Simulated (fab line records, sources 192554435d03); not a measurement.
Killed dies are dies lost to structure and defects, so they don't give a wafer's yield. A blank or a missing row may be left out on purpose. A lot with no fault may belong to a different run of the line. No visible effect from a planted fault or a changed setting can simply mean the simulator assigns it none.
8D (eight disciplines) problem report, filled in by code	flow n5_finfet	the parts of the form that need people (team, actions taken, sign-off) are left out

## 1. WHAT IS WRONG
rf_fwd_power_W at N5_GATE_CUT_CUT_ETCH_53 reads a mean of 1094.5 W on 6 wafers of 2 lots; wafers without a fault read 877.3 W with a standard deviation of 2.8. That is +78 standard deviations from the usual mean.
The step: etches W in SF6/Cl2, target depth 79.2 nm.
The first sign was on wafer L929.4 at day 8 09:03, on rie_metal-03. The record holds 33 wafers of 11 lots with a number at this step. Rule for "out", or "out of limits": more than 4 standard deviations from the usual mean. The other wafers with a number count as sound.

## 2. WHAT IT IS; WHAT IT IS NOT
question	is	is not
which readings at this step	rf_fwd_power_W, etch_rf_on_time_s	drypump_motor_current_A, oes_product_au, throttle_valve_pct
which lots	L929, L930	L916, L918, L921, L923, L925, L926, L934, L935, L937
which wafers of those lots	all that have a number	-
read on which tools	rie_metal-03	rie_metal-01
when	from day 8 09:03	up to then (18 sound wafers); but 9 sound wafers of L934, L935, L937 came after

## 3. WHAT RULES OUT EACH SUSPECT
Counting: any tool at a process step up to the reading is kept as a suspect provided that every lot that is out went through it and no sound lot did after the first of them.
- rie_metal-03 at N5_GATE_CUT_CUT_ETCH_53 (etches W in SF6/Cl2, target depth 79.2 nm): kept. Every lot that is out went through it, starting with L929 (day 8 09:03), and after that it ran no sound lot; the last sound lot it ran before then is L925 (day 7 06:37). On those wafers its own readings are out: etch_rf_on_time_s, rf_fwd_power_W.
After counting, what remains is rie_metal-03 at N5_GATE_CUT_CUT_ETCH_53.

## 4. THE CAUSE (what the simulator had put in)
Process parameters drifting: rie_metal-03 at N5_GATE_CUT_CUT_ETCH_53, beginning at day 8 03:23. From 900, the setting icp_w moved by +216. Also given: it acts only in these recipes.
Counting left only this tool.

## 5. THE EFFECT CHAIN, in route order
Rows list readings where the struck wafers' mean (over those with a number) sits beyond 3 standard deviations from the usual. Only readings for which the record gives a usual standard deviation are gone through. hours: the time from each lot's start at the first step in this table that gives one to its start at this step, as a median over the lots. sigmas: the change in usual standard deviations.
hours	step	reading	usual	on struck wafers	change	sigmas
0	N5_GATE_CUT_CUT_ETCH_53	etch_rf_on_time_s	26.3 s	22.2	-4.1	-5.8
0	N5_GATE_CUT_CUT_ETCH_53	rf_fwd_power_W	877.3 W	1094.5	+217.2	+78
Process steps it contains:
- N5_GATE_CUT_CUT_ETCH_53: etches W in SF6/Cl2, target depth 79.2 nm.

## 6. WHAT WOULD HAVE CAUGHT IT SOONER
6 hours passed between the start of the fault at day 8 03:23 and the first reading out of limits in this record, taken at day 8 09:03.
